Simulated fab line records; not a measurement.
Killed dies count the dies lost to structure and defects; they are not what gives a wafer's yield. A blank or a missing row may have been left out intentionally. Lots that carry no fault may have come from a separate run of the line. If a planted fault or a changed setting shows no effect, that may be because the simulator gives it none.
Which tool did it?    flow n5_finfet    11 lots, 31 wafers sampled, at 5 steps of a route of 1938

== WHAT THE GAUGES SHOWED, per wafer ==
No reading from a measuring or inspecting step in the record can be judged against a usual standard deviation.

== EACH LOT AND THE TOOL THAT RAN IT (in order: tool; ch and the chambers of the sampled wafers; start) ==
lot   N5_BEOL_M9_PECVD_70              N5_BEOL_M9_DEGAS_44           N5_BEOL_M9_CMP_52              N5_BEOL_M9_DEP_56                N5_BEOL_M10_ILD_DEP_00
L768  pecvd-04 ch 1,2, day 10 04:24    pvd_sputter-02, day 10 10:20  cmp-04 ch 0,1, day 10 11:31    pecvd-01 ch 0,2, day 10 11:53    pecvd-03 ch 0,1, day 10 12:01
L769  pecvd-01 ch 0,1,2, day 10 10:31  pvd_sputter-03, day 10 13:43  cmp-04 ch 2,3, day 10 16:32    pecvd-04 ch 1,2, day 10 16:52    pecvd-02 ch 1,2, day 10 17:00
L772  pecvd-03 ch 0,2, day 11 03:34    pvd_sputter-03, day 11 07:56  cmp-01 ch 1,2,3, day 11 09:10  pecvd-01 ch 0,2, day 11 09:29    pecvd-02 ch 0,1, day 11 09:37
L775  pecvd-04 ch 0,2, day 11 22:17    pvd_sputter-02, day 12 02:31  cmp-02 ch 0,2, day 12 04:16    pecvd-04 ch 0,2, day 12 04:33    pecvd-03 ch 0,1, day 12 04:41
L778  pecvd-04 ch 0,1, day 12 17:02    pvd_sputter-02, day 12 21:40  cmp-04 ch 3, day 13 00:31      pecvd-03 ch 1,2, day 13 00:50    pecvd-04 ch 0,2, day 13 00:58
L783  pecvd-03 ch 0,1,2, day 13 15:24  pvd_sputter-01, day 13 19:43  cmp-02 ch 0,1,3, day 13 20:55  pecvd-03 ch 0,1,2, day 13 21:14  pecvd-03 ch 0,1,2, day 13 21:22
L782  pecvd-01 ch 0,1,2, day 13 15:25  pvd_sputter-02, day 13 20:10  cmp-04 ch 1,2,3, day 13 21:17  pecvd-03 ch 1,2, day 13 21:38    pecvd-02 ch 0,1,2, day 13 21:47
L785  pecvd-03 ch 0,1,2, day 14 04:08  pvd_sputter-01, day 14 07:41  cmp-04 ch 1,2,3, day 14 08:58  pecvd-03 ch 0,1,2, day 14 09:14  pecvd-03 ch 0,1,2, day 14 09:22
L786  pecvd-03 ch 0,2, day 14 14:37    pvd_sputter-03, day 14 19:41  cmp-04 ch 0,1,2, day 14 21:07  pecvd-03 ch 0,1, day 14 21:23    pecvd-02 ch 0,1, day 14 21:32
L790  pecvd-04 ch 0,1,2, day 15 06:08  pvd_sputter-01, day 15 12:10  cmp-02 ch 0,2, day 15 13:45    pecvd-04 ch 0,1, day 15 14:07    pecvd-04 ch 1,2, day 15 14:15
L784  pecvd-01 ch 0,2, day 15 20:48    pvd_sputter-03, day 16 02:05  cmp-04 ch 1,2,3, day 16 04:20  pecvd-01 ch 1,2, day 16 04:41    pecvd-04 ch 1,2, day 16 04:49
- N5_BEOL_M9_PECVD_70: deposits SiO2 from TEOS/O2, target thk 20 nm, time 22.7 s.
- N5_BEOL_M9_DEGAS_44: time 60 s.
- N5_BEOL_M9_CMP_52: polishes, stops on SiCOH lowk, t overpolish 7 s, target thk 140 nm.
- N5_BEOL_M9_DEP_56: deposits SiCN from 3MS/NH3, target thk 15 nm, time 26.5 s.
- N5_BEOL_M10_ILD_DEP_00: deposits SiCOH lowk from DEMS/porogen, target thk 308.51 nm, time 58 s.

== AS READ BY THE TOOLS THEMSELVES (means over the sampled wafers that have a number; for cases with no such wafer, the mark the record gives instead) ==
N5_BEOL_M9_PECVD_70.
lot   tool      heater_power_outer_w (W)  heater_power_w (W)  showerhead_plenum_p_Torr (Torr)  throttle_valve_pct (%)
L768  pecvd-04  494                       815                 8.75                             21.1
L769  pecvd-01  409                       666                 8.79                             22.1
L772  pecvd-03  385                       712                 8.75                             21.7
L775  pecvd-04  474                       767                 8.75                             21.4
L778  pecvd-04  416                       706                 8.74                             21.5
L783  pecvd-03  441                       759                 8.78                             22.9
L782  pecvd-01  364                       610                 8.79                             22.1
L785  pecvd-03  461                       776                 8.79                             22.9
L786  pecvd-03  434                       761                 8.78                             22.3
L790  pecvd-04  451                       757                 8.73                             21.4
L784  pecvd-01  412                       675                 8.69                             21.7

N5_BEOL_M9_DEGAS_44.
lot   tool            heater_power_w (W)
L768  pvd_sputter-02  325
L769  pvd_sputter-03  274
L772  pvd_sputter-03  291
L775  pvd_sputter-02  321
L778  pvd_sputter-02  326
L783  pvd_sputter-01  294
L782  pvd_sputter-02  325
L785  pvd_sputter-01  315
L786  pvd_sputter-03  267
L790  pvd_sputter-01  314
L784  pvd_sputter-03  268

N5_BEOL_M9_CMP_52.
lot   tool    barrier_field_endpoint_s (s)  motor_current_A (A)  overpolish_run_s (s)
L768  cmp-04  28.2                          6.3                  6.995
L769  cmp-04  28.7                          6.4                  6.995
L772  cmp-01  29.0                          6.6                  7.000
L775  cmp-02  37.3                          6.1                  3.530
L778  cmp-04  46.9                          5.6                  0.036
L783  cmp-02  28.4                          6.0                  7.003
L782  cmp-04  27.9                          6.5                  7.003
L785  cmp-04  29.0                          6.3                  6.993
L786  cmp-04  28.5                          6.7                  7.001
L790  cmp-02  28.7                          6.4                  7.002
L784  cmp-04  28.3                          6.4                  7.009

N5_BEOL_M9_DEP_56.
lot   tool      showerhead_plenum_p_Torr (Torr)  throttle_valve_pct (%)
L768  pecvd-01  3.649                            8.7
L769  pecvd-04  3.658                            8.6
L772  pecvd-01  3.649                            8.7
L775  pecvd-04  3.656                            8.6
L778  pecvd-03  3.662                            9.1
L783  pecvd-03  3.666                            9.2
L782  pecvd-03  3.651                            9.0
L785  pecvd-03  3.662                            9.3
L786  pecvd-03  3.675                            9.5
L790  pecvd-04  3.654                            8.8
L784  pecvd-01  3.661                            9.1

N5_BEOL_M10_ILD_DEP_00.
lot   tool      heater_power_outer_w (W)  heater_power_w (W)  showerhead_plenum_p_Torr (Torr)  throttle_valve_pct (%)
L768  pecvd-03  144                       317                 5.750                            14.6
L769  pecvd-02  138                       281                 5.735                            14.1
L772  pecvd-02  149                       302                 5.732                            14.3
L775  pecvd-03  142                       307                 5.751                            14.8
L778  pecvd-04  166                       338                 5.728                            13.3
L783  pecvd-03  151                       322                 5.741                            14.3
L782  pecvd-02  121                       259                 5.726                            13.9
L785  pecvd-03  144                       321                 5.744                            14.3
L786  pecvd-02  170                       318                 5.732                            14.4
L790  pecvd-04  176                       360                 5.728                            13.2
L784  pecvd-04  188                       370                 5.739                            13.1

== THE ANSWER, worked out from the rows above alone ==
Rule: the usual values come from the lots themselves. The widest of any qualifying gaps counts: lots, ordered by their means at a reading, are off when they make up no more than a third of the lots, leave a main group of 4 or more, and stand apart from it by 3 or more times the standard deviation of that group's means. A main group is skipped when, at the precision printed for the reading in the tables above, its means are all equal. A lot without any number at a reading at which 4 lots or more have one is off too. The other lots that the step has rows for count as sound. The gauges are gone through in route order, then the tools' own readings, and for those a lot's mean is taken as printed above. At the first step where some lot is off, the reading lying furthest off is the one used; lots without a number count as furthest.
Off at N5_BEOL_M9_CMP_52 (overpolish_run_s): L775, L778. For the main group the mean is 7.000 s and the standard deviation 0.0047.
If a tool, at that step or one of the process steps before it, ran each lot that is off and ran no sound lot following the first of them, it fits. No candidate that was tried fits.

== WHAT THE SIMULATOR HAD INSERTED ==
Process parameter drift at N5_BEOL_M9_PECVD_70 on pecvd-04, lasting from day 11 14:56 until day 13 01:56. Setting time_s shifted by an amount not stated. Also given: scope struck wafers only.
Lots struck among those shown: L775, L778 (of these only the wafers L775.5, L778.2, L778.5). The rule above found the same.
